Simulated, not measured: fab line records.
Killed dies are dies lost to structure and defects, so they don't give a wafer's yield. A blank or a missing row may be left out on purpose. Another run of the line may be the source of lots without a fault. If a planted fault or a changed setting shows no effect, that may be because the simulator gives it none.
Matching of chambers + flow n5 finfet + N5_SD_EPI_P_DESCUM_14 on rie diel-06 has 4 sister chambers
The step chemistry O2, time 7.9 s. 4 wafers are shown with their chamber, then 11 later ones without.

WAFERS, EACH WITH ITS CHAMBER
| wafer  | chamber | showerhead plenum p Torr (Torr) |
|--------|---------|---------------------------------|
| L088.4 | 2       | 2.07                            |
| L091.2 | 3       | 2.05                            |
| L091.6 | 0       | 2.07                            |
| L094.1 | 1       | 2.21                            |

WAFERS WHOSE CHAMBER IS MISSING
| wafer  | showerhead plenum p Torr (Torr) |
|--------|---------------------------------|
| L094.4 | 2.07                            |
| L094.6 | 2.07                            |
| L095.1 | 2.07                            |
| L095.4 | 2.21                            |
| L095.5 | 2.21                            |
| L097.2 | 2.21                            |
| L097.3 | 2.04                            |
| L097.6 | 2.04                            |
| L096.3 | 2.04                            |
| L096.4 | 2.07                            |
| L096.6 | 2.04                            |

EACH ONE'S CHAMBER
| wafer  | from the rows above     | in truth |
|--------|-------------------------|----------|
| L094.4 | can't be placed: 0 or 2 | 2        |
| L094.6 | can't be placed: 0 or 2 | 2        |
| L095.1 | can't be placed: 0 or 2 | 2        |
| L095.4 | 1                       | 1        |
| L095.5 | 1                       | 1        |
| L097.2 | 1                       | 1        |
| L097.3 | 3                       | 3        |
| L097.6 | 3                       | 3        |
| L096.3 | 3                       | 3        |
| L096.4 | can't be placed: 0 or 2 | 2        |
| L096.6 | 3                       | 3        |
Correct placement for 7 of the 11. Can't be placed from these rows: 4 (the true chamber is among the candidates in 4). Placed wrongly: 0.
How it was worked out, from the rows above alone: a wafer's distance from a chamber is the root of the sum, over the readings, of the square of ((its reading less the chamber's mean) divided by the reading's scatter). If the next closest chamber is less than 2 further off than the closest, the wafer can't be placed; otherwise it belongs to the closest. A chamber's mean is the mean of its shown wafers. The scatter (one wafer shown for each chamber): square how far every hidden wafer sits from the nearest shown wafer, average those squares and take the square root.
